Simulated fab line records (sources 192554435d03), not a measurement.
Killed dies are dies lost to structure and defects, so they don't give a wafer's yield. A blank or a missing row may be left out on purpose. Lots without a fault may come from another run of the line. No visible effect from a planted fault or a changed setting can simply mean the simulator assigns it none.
fab line records    flow n5Finfet
record: lots: 6  wafers: 17  lastDay: 20
route steps=1938 shown HKMG_FIN@400 PASSIVATION@1936
lots untouched by any fault: they come from a run of this same line in which no faults occurred
startH: the number of hours between the record's first day and the start of the first shown wafer of the lot    waitH: time in hours since the lot's previous step    " as in the row above    L1.1+2: several wafers, shown together as one row    - no value, or no start was given    * or withheld: withheld    < > ~ a bound
route shown NAME@n: names a module that has steps shown in the file, with the first one's number in the route    usual: mean/standard deviation taken from wafers without a fault    same: alike in all rows    chamber/n: place in a boat    sites: the reading at each site    _std_site: how widely they spread, as a standard deviation    _edge_site: mean of outer sites minus mean of inner sites    radiusMm: how far each site lies from the wafer's centre    mask NAME#n: copy n    behind: tool/chamber where the wafer was last shaped    hold: why the lot went on hold/how many hours it stayed there/how the hold came to an end    device: whichever transistor did not switch (one of n, p or np)    end of line: the tests these same wafers got at the end of their route    a step with no rows: only its recipe    killed: count of dies lost to structure and defects at first sort (not the wafer's yield)    map: a wafer's dies, x killed, . not, _ none there
set.NAME: the setting the step ran with; set.NAME@STEP: the setting that earlier step ran with    model.NAME: the simulator's own value behind a step, which no gauge read
certain route steps with their lots: each step a table, each wafer a row
services: when a tool's chamber went out of use (startH, in hours from the record's first day, below 0 if earlier), for how many hours, and the reason
== steps ==
step: N5_HKMG_FIN_INSPECT_61
recipe: mode: adi  inspectInstrument: macro
usual: rawDefectCount: 2.0/1.3
lot.wafer  tool              chamber  startH  waitH  rawDefectCount
L997.1     defectInspect-02  -        83.44   0.0    3
L997.2     "                 -        "       "      2
L997.4     "                 -        "       "      0
L102.2     defectInspect-02  -        108.74  0.0    0
L102.4     "                 -        "       "      4
L102.5     "                 -        "       "      3
L103.1     defectInspect-02  -        114.06  0.0    2
L103.5     "                 -        "       "      3
L103.6     "                 -        "       "      3
L111.3     defectInspect-02  -        164.21  0.0    2
L111.4     "                 -        "       "      0
L118.1     defectInspect-02  -        207.39  0.0    2
L118.5     "                 -        "       "      2
L118.6     "                 -        "       "      4
L119.2     defectInspect-02  -        213.45  0.0    1
L119.3     "                 -        "       "      1
L119.5     "                 -        "       "      5
step: N5_HKMG_FIN_DESCUM_53
recipe: chemistry: O2  timeS: 7.9  sourcePowerW: 50  biasPowerW: 20  pressureMtorr: 20  rfFrequencyHz: 2.712e+07  tempC: 40  resist: CAR-ArF  o2FlowSccm: 225
step: N5_HKMG_FIN_ETCH_54
recipe: chemistry: CF4  target: SiARC  targetDepthA: 455  maskMaterial: CAR-ArF  timeS: 75.8  ionEnergyEv: 80  pressureMtorr: 40  sourceW: 545  biasW: 36  Ar_flow_sccm: 100  cf4FlowSccm: 100  ends: cleared
usual: biasW: 36.00/0.11  drypumpMotorCurrentA: 5.7/0.37  etchRfOnTimeS: 74.9/2.4  oesProductAu: 0.67/0.058  rfFwdPowerW: 538.8/2.1  rfVppV: 183.7/1.1  showerheadPlenumPTorr: 2.12/0.066  throttleValvePct: 15.62/0.24
lot.wafer  tool        chamber  startH  waitH  biasW  drypumpMotorCurrentA  etchRfOnTimeS  oesProductAu  rfFwdPowerW  rfHoursCounterH  rfVppV  showerheadPlenumPTorr  throttleValvePct
L997.1     rieDiel-01  0        83.51   0.0    35.79  6.3                   74.4           0.61          539.2        201              184.6   2.21                   15.77
L997.2     "           1        "       "      36.01  5.9                   78.7           0.69          541.6        76               186.8   2.26                   15.36
L997.4     "           3        "       "      36.09  5.1                   76.8           0.68          538.8        103              183.9   2.07                   15.63
L102.2     rieDiel-05  0        108.82  0.0    35.91  5.2                   74.6           0.65          542.6        163              182.5   2.04                   15.38
L102.4     "           3        "       "      35.98  5.5                   77.5           0.60          536.9        207              182.2   2.05                   15.58
L102.5     "           0        "       "      35.63  5.1                   75.3           0.65          543.0        -                183.8   2.04                   15.37
L103.1     rieDiel-01  2        114.13  0.0    35.94  5.1                   74.9           0.63          540.0        185              184.4   2.12                   15.67
L103.5     "           3        "       "      36.08  5.1                   76.6           0.67          536.6        -                182.7   2.07                   15.67
L103.6     "           2        "       "      35.94  5.1                   74.3           0.63          538.0        -                184.8   2.12                   15.65
L111.3     rieDiel-05  1        164.63  0.0    35.95  6.2                   72.9           0.68          532.9        131              183.7   2.13                   15.78
L111.4     "           2        "       "      35.99  5.3                   78.4           0.59          537.4        214              184.9   2.21                   15.73
L118.1     rieDiel-01  0        207.45  0.0    36.04  6.3                   73.1           0.59          539.0        243              184.5   2.20                   15.85
L118.5     "           2        "       "      35.94  5.1                   74.5           0.61          540.6        -                183.5   2.11                   15.70
L118.6     "           3        "       "      35.70  5.0                   77.2           0.65          539.5        -                183.1   2.06                   15.73
L119.2     rieDiel-04  1        213.58  0.0    36.13  6.1                   74.1           0.63          539.4        187              182.0   2.06                   15.95
L119.3     "           2        "       "      35.83  5.6                   70.8           0.77          537.0        39               184.7   2.20                   15.83
L119.5     "           1        "       "      36.04  6.1                   75.1           0.62          541.0        -                183.5   2.06                   15.95
step: N5_HKMG_FIN_ETCH_55
recipe: chemistry: N2/H2  target: SOC  targetDepthA: 2400  tempC: 40  timeS: 300  ionEnergyEv: 200  maskMaterial: SiARC  pressureMtorr: 30  sourceW: 840  biasW: 150  n2FlowSccm: 200  h2FlowSccm: 200
usual: biasW: 150.0/0.4  drypumpMotorCurrentA: 5.7/0.37  oesProductAu: 0.79/0.07  rfFwdPowerW: 837.8/2.6  rfVppV: 523.1/2.4  showerheadPlenumPTorr: 2.51/0.084  throttleValvePct: 17.81/0.2
lot.wafer  tool        chamber  startH  waitH  biasW  drypumpMotorCurrentA  oesProductAu  rfFwdPowerW  rfHoursCounterH  rfVppV  showerheadPlenumPTorr  throttleValvePct
L997.1     rieDiel-01  0        83.56   0.0    149.6  6.3                   0.71          836.4        201              525.3   2.61                   17.85
L997.2     "           1        "       "      149.3  5.8                   0.83          837.2        77               526.8   2.71                   17.70
L997.4     "           3        "       "      150.8  5.0                   0.79          839.2        103              522.0   2.43                   17.67
L102.2     rieDiel-05  0        108.87  0.0    149.7  5.1                   0.76          834.1        163              521.2   2.44                   17.78
L102.4     "           3        "       "      150.0  5.5                   0.69          833.3        207              520.8   2.38                   17.49
L102.5     "           0        "       "      150.3  5.1                   0.75          836.8        -                519.9   2.44                   17.79
L103.1     rieDiel-01  2        114.19  0.0    149.9  5.1                   0.72          838.4        186              524.1   2.56                   18.28
L103.5     "           3        "       "      150.2  5.1                   0.79          836.5        -                520.5   2.42                   17.70
L103.6     "           2        "       "      149.6  5.1                   0.74          839.8        -                523.9   2.56                   18.29
L111.3     rieDiel-05  1        164.69  0.0    150.4  6.2                   0.80          841.4        131              524.4   2.52                   18.01
L111.4     "           2        "       "      149.8  5.3                   0.70          836.1        214              525.5   2.58                   17.61
L118.1     rieDiel-01  0        207.51  0.0    150.0  6.2                   0.69          835.2        244              526.2   2.59                   17.93
L118.5     "           2        "       "      150.4  5.1                   0.72          840.1        -                521.5   2.54                   18.31
L118.6     "           3        "       "      150.2  5.0                   0.76          836.1        -                521.0   2.41                   17.76
L119.2     rieDiel-04  1        213.64  0.0    150.1  6.1                   0.72          842.0        187              520.6   2.43                   18.10
L119.3     "           2        "       "      150.4  5.6                   0.91          835.9        39               526.2   2.58                   17.90
L119.5     "           1        "       "      149.7  6.1                   0.72          843.7        -                521.6   2.43                   18.09
step: N5_HKMG_FIN_STRIP_56
recipe: chemistry: N2/H2  tempC: 40  n2FlowSccm: 200  h2FlowSccm: 200  rfFrequencyHz: 6e+07
step: N5_HKMG_FIN_STRIP_57
recipe: chemistry: CF4  resist: SiARC  powerW: 300  biasPowerW: 75  pressureMtorr: 50  cf4FlowSccm: 150  rfFrequencyHz: 6e+07
usual: drypumpMotorCurrentA: 5.6/0.37  oesProductAu: 0.77/0.058  rfFwdPowerW: 293.3/1.2  rfVppV: 270.8/1.4  showerheadPlenumPTorr: 1.77/0.051  throttleValvePct: 13.58/0.23
lot.wafer  tool        chamber  startH  waitH  drypumpMotorCurrentA  oesProductAu  rfFwdPowerW  rfHoursCounterH  rfVppV  showerheadPlenumPTorr  throttleValvePct
L997.1     rieDiel-01  0        83.75   0.0    6.2                   0.69          291.6        201              272.2   1.85                   13.73
L997.2     "           1        "       "      5.8                   0.82          293.0        77               272.7   1.88                   13.27
L997.4     "           3        "       "      5.0                   0.80          294.4        103              270.3   1.74                   13.65
L102.2     rieDiel-05  0        109.06  0.0    5.1                   0.75          295.4        163              270.0   1.70                   13.35
L102.4     "           3        "       "      5.5                   0.70          -            207              269.4   1.72                   13.55
L102.5     "           0        "       "      5.1                   0.76          295.3        -                269.3   1.71                   13.34
L103.1     rieDiel-01  2        114.38  0.0    5.1                   0.72          293.8        186              272.6   1.75                   13.59
L103.5     "           3        "       "      5.0                   0.78          293.4        -                269.8   1.74                   13.65
L103.6     "           2        "       "      5.1                   0.72          293.7        -                271.1   1.75                   13.60
L111.3     rieDiel-05  1        164.88  0.0    6.2                   0.77          292.0        131              269.9   1.78                   13.71
L111.4     "           2        "       "      5.3                   0.70          -            214              272.7   1.83                   13.67
L118.1     rieDiel-01  0        207.70  0.0    6.2                   0.67          293.0        244              273.0   1.83                   13.83
L118.5     "           2        "       "      5.1                   0.70          294.8        -                272.0   1.75                   13.63
L118.6     "           3        "       "      5.0                   0.77          293.5        -                268.6   1.73                   13.72
L119.2     rieDiel-04  1        213.83  0.0    6.2                   0.72          294.8        187              270.2   1.73                   13.94
L119.3     "           2        "       "      5.6                   0.86          293.4        39               270.4   1.84                   13.72
L119.5     "           1        "       "      6.1                   0.72          294.2        -                269.7   1.73                   13.94
step: N5_HKMG_FIN_ETCH_58
recipe: chemistry: N2/H2  target: SOC  targetDepthA: 2158  ionEnergyEv: 50  biasW: 13  timeS: 741  pressureMtorr: 30  sourceW: 875  n2FlowSccm: 200  h2FlowSccm: 200
usual: biasW: 13.01/0.037  drypumpMotorCurrentA: 5.7/0.37  oesProductAu: 0.79/0.068  rfFwdPowerW: 873.9/2.7  rfVppV: 99.0/0.83  showerheadPlenumPTorr: 2.51/0.084  throttleValvePct: 17.76/0.2
lot.wafer  tool        chamber  startH  waitH  biasW  drypumpMotorCurrentA  oesProductAu  rfFwdPowerW  rfHoursCounterH  rfVppV  showerheadPlenumPTorr  throttleValvePct
L997.1     rieDiel-01  0        83.77   0.0    13.03  6.3                   0.73          871.4        201              98.6    2.61                   17.82
L997.2     "           1        "       "      13.00  5.8                   0.83          875.5        77               99.2    2.71                   17.65
L997.4     "           3        "       "      13.05  5.0                   0.80          873.1        103              97.7    2.43                   17.62
L102.2     rieDiel-05  0        109.08  0.0    13.00  5.2                   0.76          874.4        163              99.3    2.44                   17.74
L102.4     "           3        "       "      13.04  5.5                   0.69          876.6        207              99.0    2.38                   17.47
L102.5     "           0        "       "      13.05  5.2                   0.78          876.7        -                100.3   2.44                   17.74
L103.1     rieDiel-01  2        114.40  0.0    12.98  5.1                   0.73          876.6        186              100.2   2.55                   18.23
L103.5     "           3        "       "      13.04  5.0                   0.79          874.1        -                99.5    2.42                   17.65
L103.6     "           2        "       "      13.02  5.1                   0.74          879.0        -                99.4    2.55                   18.23
L111.3     rieDiel-05  1        164.90  0.0    12.96  6.2                   0.79          877.2        131              98.9    2.52                   17.96
L111.4     "           2        "       "      12.99  5.3                   0.69          872.8        214              99.9    2.58                   17.55
L118.1     rieDiel-01  0        207.72  0.0    12.98  6.2                   0.70          873.4        244              100.0   2.59                   17.88
L118.5     "           2        "       "      12.98  5.1                   0.72          870.4        -                98.6    2.54                   18.27
L118.6     "           3        "       "      12.99  5.1                   0.76          869.4        -                98.9    2.41                   17.72
L119.2     rieDiel-04  1        213.85  0.0    13.04  6.1                   0.73          877.2        187              99.3    2.43                   18.06
L119.3     "           2        "       "      12.98  5.6                   0.89          872.2        39               98.7    2.58                   17.84
L119.5     "           1        "       "      13.02  6.1                   0.73          873.3        -                98.3    2.43                   18.05
step: N5_HKMG_FIN_STRIP_93
recipe: chemistry: N2/H2  material: SOC  timeS: 20  powerW: 500  tempC: 40  pressureMtorr: 50  rfFrequencyHz: 6e+07  biasPowerW: 8  h2Frac: 0.5  n2FlowSccm: 300  h2FlowSccm: 300
step: N5_HKMG_FIN_WET_ETCH_76
recipe: chemistry: dNH4OH  mix: 1:50  tempC: 25  target: Al2O3  stopOn: La2O3  targetDepthNm: 2.25  dry: ipaMarangoni  rinseTimeS: 30  rinseTempC: 23
step: N5_HKMG_FIN_STRIP_60
recipe: chemistry: N2/H2  powerW: 2500  tempC: 300  h2Frac: 0.65  timeS: 360  pressureMtorr: withheld  n2FlowSccm: 1750  h2FlowSccm: 3250
usual: drypumpMotorCurrentA: 6.09/0.18  heaterPowerW: 444/30
lot.wafer  tool            chamber  startH  waitH  drypumpMotorCurrentA  heaterPowerW  rfHoursCounterH
L997.1     plasmaAsher-01  1        84.39   0.0    6.25                  463           37
L997.2     "               0        "       "      6.09                  408           37
L997.4     "               0        "       "      6.09                  403           -
L102.2     plasmaAsher-01  1        109.66  0.0    6.25                  450           43
L102.4     "               0        "       "      6.07                  420           -
L102.5     "               1        "       "      6.21                  463           -
L103.1     plasmaAsher-02  0        114.97  0.0    6.18                  438           95
L103.5     "               1        "       "      5.77                  477           -
L103.6     "               0        "       "      6.19                  439           -
L111.3     plasmaAsher-01  0        165.60  0.1    6.09                  417           -
L111.4     "               1        "       "      6.20                  454           -
L118.1     plasmaAsher-01  0        208.30  0.0    6.09                  400           63
L118.5     "               0        "       "      6.11                  419           -
L118.6     "               1        "       "      6.29                  458           -
L119.2     plasmaAsher-02  1        214.43  0.0    5.74                  481           111
L119.3     "               0        "       "      6.20                  437           -
L119.5     "               0        "       "      6.20                  439           -
step: N5_HKMG_FIN_WET_ETCH_77
recipe: chemistry: dHCl  mix: 1:10000  tempC: 25  target: La2O3  stopOn: HfO2  targetDepthNm: 2
step: N5_HKMG_FIN_WET_ETCH_78
recipe: chemistry: dNH4OH  mix: 1:50  tempC: 25  target: Al2O3  stopOn: La2O3  targetDepthNm: 4.5  dry: ipaMarangoni  rinseTimeS: 30  rinseTempC: 23
step: N5_HKMG_FIN_ALD_79
recipe: material: TiN  targetThkA: 15  tempC: 400  aldPrecursorFamily: TiCl4  aldCoReactant: NH3  pulseTimeS: 1  purgeTimeS: 3  coReactantPurgeTimeS: 2  coReactantPulseTimeS: 2  aldCycles: 68  pressureTorr: 3
usual: aldCycles: 68/0  chamberPressureTorr: 2.999/0.0066  heaterPowerOuterW: 537/51  heaterPowerW: 883/77  precursorPulseHeightRel: 1.001/0.019
lot.wafer  tool         chamber  startH  waitH  aldCycles  chamberPressureTorr  heaterPowerOuterW  heaterPowerW  precursorPulseHeightRel
L997.1     aldMetal-04  0        84.95   0.0    68         2.991                495                704           1.013
L997.2     "            3        "       "      68         2.995                524                872           1.001
L997.4     "            2        "       "      68         2.996                580                917           1.016
L102.2     aldMetal-03  2        110.15  0.0    -          -                    -                  -             -
L102.4     "            3        "       "      -          -                    -                  -             -
L102.5     "            2        "       "      -          -                    -                  -             -
L103.1     aldMetal-03  2        115.46  0.0    -          -                    -                  -             -
L103.5     "            3        "       "      -          -                    -                  -             -
L103.6     "            0        "       "      -          -                    -                  -             -
L111.3     aldMetal-01  0        165.97  0.0    68         2.999                565                878           1.007
L111.4     "            0        "       "      68         3.004                566                899           0.965
L118.1     aldMetal-01  3        208.78  0.0    68         2.990                458                785           0.978
L118.5     "            3        "       "      68         3.006                468                815           0.998
L118.6     "            2        "       "      68         2.990                467                866           0.969
L119.2     aldMetal-03  0        214.91  0.0    68         2.985                524                833           1.007
L119.3     "            3        "       "      68         3.001                548                909           1.029
L119.5     "            0        "       "      68         2.998                507                816           0.995
step: N5_HKMG_FIN_CVD_62
recipe: material: a-Si  targetThkA: 30  tempC: 500  precursor: Si2H6  pressureTorr: 1  timeS: 20.8
step: N5_PASSIVATION_PROBE_49
usual: killed_at_M0_to_M3: 36/10  killed_at_M4_up: 14/5.2  killedAtContacts: 12/6  killedAtFrontEnd: 37/10  killedAtOther: 4/3.3  killedDies: 104/18  killedOpen: 68/14  killedShort: 34/7.4
same: grossDies: 1180  killedAtBackSide: 0
lot.wafer  tool       chamber  startH  waitH  killed_at_M0_to_M3  killed_at_M4_up  killedAtContacts  killedAtFrontEnd  killedAtOther  killedDies  killedOpen  killedShort
L997.1     prober-01  -        318.91  0.0    25                  24               15                33                3              100         79          21
L997.2     prober-01  -        318.96  0.1    29                  11               10                33                6              89          58          27
L997.4     prober-01  -        319.06  0.2    23                  13               13                45                5              99          63          34
L102.2     prober-01  -        362.82  0.1    27                  15               22                425               7              496         82          43
L102.4     prober-01  -        362.92  0.2    33                  10               12                406               0              461         61          35
L102.5     prober-01  -        362.97  0.2    36                  6                17                446               2              507         84          36
L103.1     prober-01  -        377.98  0.0    30                  11               13                415               5              474         69          29
L103.5     prober-01  -        378.18  0.2    44                  20               10                428               8              510         81          48
L103.6     prober-01  -        378.23  0.3    37                  17               9                 428               5              496         62          43
killed by level:class
L997.1 MOL_CONTACT_COAG:geometricParticle:open=13 STI_FIN_REVEAL:geometricParticle:open=11 BEOL_M4:geometricParticle:open=8 BEOL_M1:geometricParticle:open=7 BEOL_M7:geometricParticle:open=6 BEOL_M0_SAQP:geometricParticle:short=5 FIN_SAQP:geometricParticle:short=4 BEOL_M2:geometricParticle:open=4
L997.2 FIN_SAQP:geometricParticle:open=10 BEOL_M3:geometricParticle:open=9 BEOL_M4:geometricParticle:open=8 MOL_CONTACT_COAG:geometricParticle:open=7 BEOL_M3:geometricParticle:short=7 BEOL_M1:geometricParticle:open=6 STI_FIN_REVEAL:geometricParticle:open=4 GATE_CUT:geometricParticle:short=4
L997.4 FIN_SAQP:geometricParticle:open=12 MOL_CONTACT_COAG:geometricParticle:open=9 DUMMY_GATE:geometricParticle:open=7 BEOL_M1:geometricParticle:open=7 BEOL_M3:geometricParticle:open=5 BEOL_M2:geometricParticle:open=5 FIN_SAQP:geometricParticle:short=4 GATE_CUT:geometricParticle:short=4
L102.2 HKMG_FIN:areaAld=371 FIN_SAQP:geometricParticle:open=20 MOL_CONTACT_COAG:geometricParticle:open=13 FIN_SAQP:geometricParticle:short=9 MOL_CONTACT_COAG:geometricParticle:short=9 GATE_CUT:geometricParticle:short=7 BEOL_M3:geometricParticle:open=7 BEOL_M1:geometricParticle:open=6
L102.4 HKMG_FIN:areaAld=365 FIN_SAQP:geometricParticle:short=9 STI_FIN_REVEAL:geometricParticle:open=9 MOL_CONTACT_COAG:geometricParticle:open=9 BEOL_M0_SAQP:geometricParticle:short=7 BEOL_M3:geometricParticle:open=7 FIN_SAQP:geometricParticle:open=6 BEOL_M0_SAQP:geometricParticle:open=4
L102.5 HKMG_FIN:areaAld=387 FIN_SAQP:geometricParticle:open=18 MOL_CONTACT_COAG:geometricParticle:open=15 BEOL_M3:geometricParticle:open=12 STI_FIN_REVEAL:geometricParticle:open=9 FIN_SAQP:geometricParticle:short=8 BEOL_M1:geometricParticle:open=7 BEOL_M0_SAQP:geometricParticle:short=6
L103.1 HKMG_FIN:areaAld=373 FIN_SAQP:geometricParticle:open=13 MOL_CONTACT_COAG:geometricParticle:open=11 BEOL_M0_SAQP:geometricParticle:open=8 FIN_SAQP:geometricParticle:short=7 STI_FIN_REVEAL:geometricParticle:open=7 BEOL_M0_SAQP:geometricParticle:short=6 BEOL_M2:geometricParticle:open=6
L103.5 HKMG_FIN:areaAld=379 BEOL_M0_SAQP:geometricParticle:short=20 FIN_SAQP:geometricParticle:short=11 STI_FIN_REVEAL:geometricParticle:open=11 FIN_SAQP:geometricParticle:open=8 MOL_CONTACT_COAG:geometricParticle:open=8 BEOL_M4:geometricParticle:open=8 BEOL_M0_SAQP:geometricParticle:open=7
L103.6 HKMG_FIN:areaAld=388 BEOL_M0_SAQP:geometricParticle:short=11 BEOL_M0_SAQP:geometricParticle:open=11 FIN_SAQP:geometricParticle:short=10 FIN_SAQP:geometricParticle:open=8 MOL_CONTACT_COAG:geometricParticle:open=8 BEOL_M3:geometricParticle:open=8 STARTING-WAFER:geometricParticle:short=8
map L102.5 (x killed, . not)
_________________............________________
______________............xx...._____________
___________..x.......x.x.x.........__________
__________.x.x.xx......x.....x..x..x_________
________..x.....x...xx.......x.x......_______
_______.....xx.x..x...x..x.....x.xxx...______
______...x.....x....xx....x..x........x._____
_____..x..x.x.xx.x.x.x.x.x.x..xx.........____
____....xx....x.x.x..x.xx..xx.x..x...x..x.___
___x....xx....xxxxxxxxx.x.xx.xx...x.x......__
___....x.x...xx.xxxxxxx.xxxxxx.x.xx..x..x..__
__....x.x.xx..x.xxxxxxxxxxx.xxxx............_
__......xxxxx.xxxx.xxxxxxxxx.xxxxxxxx..x...._
_......xx.x.x.xxxxxxx.x.x.xx.xx.xxxx..x......
_xx...x.x.xxxxx.x.xxxxxxxxxxxxx.xx.xxxx..x..x
_......x..xxxxx.xxxxx.xxxx.xxxxx.xxx.x.......
_..x...xx.x.xxxxxxxxxxxxxxxxxxxxxx..x..x.....
_.....xx...xx..xxxxxxxxxxxxxxxxx.xxx.xx......
_......xxxx.xxx.xxxxx.xxxxxxxxx..xx..x..x...x
_.xxxxx.x.x.xxx.xxxx.xx.xxxxx.xx.xx.xx.x.....
_..xx.....x.x.xxxxxxxxxxxxx.xxxxx...x........
__...xx.x..xx.x.xxxxxxxxxxxx..xxxx.xx.x....._
__........xxxxx.xx.xxxxxxxxxx.x..x.xx......._
___..x...x........xxxxx.x.x.xxxxx..........__
___........x...xxx..xx.xxx.xx.x.xx.x.......__
____.x........x.x..xx..x.x.xx...x.........___
_____...x.x..xxxx.xxx.x..x...xxxx........____
______..x......xx.xx.xxxx.x.xx.........._____
_______.x.....x.xx......xxx.x..x..xx..x______
________......x.....x....x..x......x.._______
__________...xxx....x..xx...x..xx..._________
___________.x......x..xx...........__________
______________...x..x........x.._____________
_________________.x.x........________________
map L103.5 (x killed, . not)
_________________.........xx.________________
______________...x..x..........._____________
___________....xx............xx....__________
__________..........x...x.xx........_________
________......x.xx..x.xx...x.x........_______
_______x......x......x...x...x.........______
______......x...xx..xxxx.x..xx......x.x._____
_____.x.x.....x.x.x...xx.xx..x...........____
____x....x...x.xxx..xx.x....xx..x.xx.x....___
___.x..x.x....xxx...x.xx.xxxxxx...xxxxx....__
___......xxx.xxx....xx.xxxxxxx.x.x.x....x.x__
__........x..xxxxxxxxxxxx.x..xxx....xxxx...._
__....x...xx.x.xxxxx.xx..xxxxx...x...x.....x_
_.....xx..x..xxxxx.x.xxxxxxx..xxxxxxxx.......
_....xxx..xxxx.xxx.x.x.x...x.x...x.xxxx......
_....x.x...xxxxxxxxxxx.xxx.xxxx..xxxx...x....
_....x..x.xx.xxxxx.xx.xxxxxxxxxx.xxxx........
_x..x..x...x.xxxxxx.xxxx.xxxxx.x..xx.x.......
_...x.....xxxxxxxx.xxxxxxxxxxxxx..xx...xx...x
_.x...x..xxxxxxxxxxx.x.xxx.xx..x..xx.xx..x...
_x.....x..x.x...xxxxxxxxxxxx.xxx.x..x..x..xxx
__.......xx.xxxxxxxxx.xxxxxxxxx..x.xxx.xx..._
__.......xxxxxxx.xxx..xxxxxxx.xxxxx.x......._
___x..x.x.xxx......xxxx.xxx.xxx.x.xx.......__
___..x.x.xx.x.xxxx.xx.xxxxxxxx..xx.x..x.x..__
____x....x.xxx..x...xxxxx.xx.xx.x..x...x..___
_____....x......xxxx.xx.xxx.x..x.........____
______...x..xx.xxx.x..xx..xxxx.x..xx.x.._____
_______x..x...x.xxx..xx.xxx.xx.....x...______
________......x....xx.x..xxx.x..x....._______
__________..........x.x....x........_________
___________..x.x.......x.xx..x..x..__________
______________..x..x............_____________
_________________............________________
== services ==
tool            chamber  startH  hours  kind
rieDiel-04      2        60.97   -      clean
rieDiel-04      2        60.97   -      consumableReplace:focusRing
rieDiel-04      2        60.97   17.9   scheduledDown
rieDiel-04      2        60.97   17.9   ventCycle
aldMetal-01     1        94.84   24.8   repair
plasmaAsher-02  -        102.12  0.7    repair
aldMetal-04     2        111.80  4.2    repair
plasmaAsher-01  -        149.75  0.5    repair
aldMetal-01     2        157.06  20.6   repair
plasmaAsher-02  -        158.29  5.8    repair
rieDiel-01      2        171.91  16.9   repair
aldMetal-04     -        187.06  0.8    repair
rieDiel-04      2        196.85  3.7    repair
aldMetal-01     -        200.19  1.3    repair
== key ==
firstSign: step: N5_HKMG_FIN_ALD_79  reading: toolRecord  direction: missing
effect: step: N5_PASSIVATION_PROBE_49  reading: killedAtFrontEnd  direction: up  sigmas: 37  usual: 37  struck: 425
moreKillsBornAt: N5_HKMG_FIN_ALD_79@aldMetal-03: 2263
metAt N5_HKMG_FIN_ALD_79
struckWafers L102.2,L102.4,L102.5,L103.1,L103.5,L103.6
testerLeftOut L102,L103
fault: kind: skippedStepWhole  tool: aldMetal-03  chamber: -  onsetH: 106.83  steps: N5_HKMG_FIN_ALD_79  scope: struckLotsOnly
testerLeftOut: of these lots the tester's yield and bins aren't shown, on N5 and GAA mostly nor the transistor test; their killed dies are dies lost to structure and defects alone, not to doping, threshold or leakage, so they don't give the yield
